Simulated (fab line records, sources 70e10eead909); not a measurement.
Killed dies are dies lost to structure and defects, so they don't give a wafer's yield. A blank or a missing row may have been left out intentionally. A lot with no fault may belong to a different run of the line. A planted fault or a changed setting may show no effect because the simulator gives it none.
Comparing a struck lot with a sound one | flow nandHarc | 43 steps out of a route of 1302
Sound: the wafers L562.2, L562.3, L562.5. The struck wafers were L571.2, L571.6. The cause comes at the end.
Each step with rows lists, per side, the tool, then ch with its chambers, then its first start. Under that, the readings that differ: sound wafers | struck wafers | difference of the means | sigmas: that difference in standard deviations of wafers without a fault.
alike: readings with means less than 2 such deviations apart, plus words and numbers identical on both sides. not compared: withheld readings, readings lacking a value on some wafer, bounds such as >300 that could conceal the same value, and numbers that have no deviation in the record and whose values overlap.
The two part at a step that has a row with sigmas, a row that says differs or no value, or rows on one side only. Numbers that have no deviation but don't overlap get no sigmas and don't part them. Lack of a reading on every wafer of one side parts them only where that side has two or more wafers.

first, 1 step without rows for these wafers: NHARC_A_CONTACT_ETCH_131 (etches the open film in C4F8/O2/Ar, time 197 s, target depth 1918 nm).
NHARC_A_CONTACT_ETCH_132: etches the open film in C4F8/O2/Ar, time 197 s, target depth 1924 nm.
  sound on harCapEtch-02 ch 0,1, day 24 07:34; struck on harCapEtch-02 ch 1, day 28 10:15
  not compared: rfHoursCounterH
NHARC_A_CONTACT_ETCH_133: etches the open film in C4F8/O2/Ar, time 374 s, target depth 1610 nm.
  sound on harCapEtch-02 ch 0,1, day 24 07:44; struck on harCapEtch-02 ch 1, day 28 10:28
  not compared: rfHoursCounterH
then, 1 step without rows for these wafers: NHARC_A_CONTACT_ETCH_91 (etches the open film in CH3F/O2, target depth 40 nm, time 85.7 s).
NHARC_A_CONTACT_ETCH_97: etches the open film in C4F6/O2, target depth 20 nm, time 10 s.
  sound on rieDiel-02 ch 0,2, day 24 08:41; struck on rieDiel-09 ch 0,3
  alike: drypumpMotorCurrentA, o2FlowSccm, oesProductAu, rfVppV, showerheadPlenumPTorr, throttleValvePct
  not compared: rfHoursCounterH
NHARC_A_CONTACT_CD_MEAS_80:
  sound on cdSem-03 at day 24 08:47; struck on cdSem-01 at day 28 11:24
reading   | sound             | struck      | difference | sigmas
cdNm (nm) | 290.8 290.4 290.7 | 288.1 287.9 | -2.6       | -3
then, 6 steps without rows for these wafers: NHARC_A_CONTACT_STRIP_103 (strips in N2/H2); NHARC_A_CONTACT_STRIP_104 (strips in CF4/CHF3); NHARC_A_CONTACT_STRIP_105 (strips in O2/COS); NHARC_A_CONTACT_ETCH_106 (etches the open film in CF4/O2, target depth 90 nm, overetch 9 nm, time 49.5 s); NHARC_A_CONTACT_STRIP_82 (strips in O2); NHARC_A_CONTACT_STRIP_83 (strips in post etch residue remover, time 600 s).
NHARC_A_CONTACT_DEP_84: deposits aC, target thk 2800 nm.
  sound on aclDep-03 ch 0, day 24 14:43; struck on aclDep-02 ch 0, day 28 12:50
  alike: throttleValvePct
then, 11 steps without rows for these wafers: NHARC_A_CONTACT_DEP_85 (deposits SiON, target thk 60 nm); NHARC_A_CONTACT_DEHYDRATE_00 (time 120 s); NHARC_A_CONTACT_HMDS_01 (time 30 s); NHARC_A_CONTACT_COAT_86 (time 75 s); NHARC_A_CONTACT_COAT_87 (time 65 s); NHARC_A_CONTACT_COAT_02 (resist thk 90 nm); NHARC_A_CONTACT_SOFTBAKE_03 (time 55 s); NHARC_A_CONTACT_EBR_04; NHARC_A_CONTACT_EXPOSE_05 (exposes mask A CC); NHARC_A_CONTACT_PEB_06 (peb time 65 s); NHARC_A_CONTACT_DEVELOP_07 (develop time 35 s).
NHARC_A_CONTACT_CD_MEAS_08 targets a cd of 200 nm.
  sound on cdSem-03 ch 0, day 24 16:53; struck on cdSem-03 ch 0, day 28 15:03
  alike: cdNm
NHARC_A_CONTACT_OVL_MEAS_09:
  sound on overlay-01 at day 24 16:58; struck on overlay-02 at day 28 15:08
reading         | sound          | struck  | difference | sigmas
overlayYNm (nm) | -1.0 -1.1 -0.6 | 0.9 1.0 | +1.9       | +2
  alike: overlayXNm
NHARC_A_CONTACT_INSPECT_10:
  sound on defectInspect-02 at day 24 17:00; struck on defectInspect-02 at day 28 15:10
  alike: rawDefectCount
then, 1 step without rows for these wafers: NHARC_A_CONTACT_DESCUM_13 (chemistry O2, time 3 s).
NHARC_A_CONTACT_ETCH_88: etches the open film in CF4, target depth 39 nm, time 65 s.
  sound on rieDiel-09 ch 0,2, day 24 17:09; struck on rieDiel-09 ch 3, day 28 15:19
reading                      | sound          | struck    | difference | sigmas
showerheadPlenumPTorr (Torr) | 1.65 1.65 1.65 | 1.86 1.86 | +0.21      | +3
  alike: drypumpMotorCurrentA, oesProductAu, rfVppV, throttleValvePct
  not compared: rfHoursCounterH
then, 1 step without rows for these wafers: NHARC_A_CONTACT_ETCH_89 (etches the open film in N2/H2, target depth 260 nm, time 475.3 s).
NHARC_A_CONTACT_ETCH_30: etches the open film in CF4/CHF3, target depth 72.6 nm, time 36.3 s.
  sound: rieDiel-09 ch 1,3; struck: rieDiel-09 ch 0,2
reading                      | sound             | struck      | difference | sigmas
rfVppV (V)                   | 372.9 372.8 373.1 | 367.5 365.9 | -6.2       | -3
showerheadPlenumPTorr (Torr) | 1.66 1.59 1.66    | 1.46 1.46   | -0.18      | -3
  alike: drypumpMotorCurrentA, oesProductAu, throttleValvePct
  not compared: rfHoursCounterH
then, 9 steps without rows for these wafers: NHARC_A_CONTACT_ETCH_31 (etches the open film in O2/COS, target depth 2800 nm, time 728 s); NHARC_A_CONTACT_ETCH_134 (etches the open film in C4F8/O2/Ar, time 140 s, target depth 700 nm); NHARC_A_CONTACT_ETCH_135 (etches the open film in C4F8/O2/Ar, time 311 s, target depth 1912 nm); NHARC_A_CONTACT_ETCH_136 (etches the open film in C4F8/O2/Ar, time 311 s, target depth 1912 nm); NHARC_A_CONTACT_ETCH_137 (etches the open film in C4F8/O2/Ar, time 311 s, target depth 1912 nm); NHARC_A_CONTACT_ETCH_138 (etches the open film in C4F8/O2/Ar, time 311 s, target depth 1914 nm); NHARC_A_CONTACT_ETCH_139 (etches the open film in C4F8/O2/Ar, time 195 s, target depth 840 nm); NHARC_A_CONTACT_ETCH_92 (etches the open film in CH3F/O2, target depth 40 nm, time 85.7 s); NHARC_A_CONTACT_ETCH_98 (etches the open film in C4F6/O2, target depth 20 nm, time 10 s).
NHARC_A_CONTACT_CD_MEAS_15:
  sound on cdSem-01 at day 24 20:16; struck on cdSem-02 at day 28 18:25
  alike: cdNm
then, 1 step without rows for these wafers: NHARC_A_CONTACT_STRIP_107 (strips in N2/H2).
NHARC_END_SORT_01:
  the record has rows for the struck wafers here (prober-02 ch 0, day 30 15:44) and none for the sound ones

== WHERE THEY PART ==
First at NHARC_A_CONTACT_CD_MEAS_80; last, within this record, at NHARC_END_SORT_01.

WHY: what the simulator had put in
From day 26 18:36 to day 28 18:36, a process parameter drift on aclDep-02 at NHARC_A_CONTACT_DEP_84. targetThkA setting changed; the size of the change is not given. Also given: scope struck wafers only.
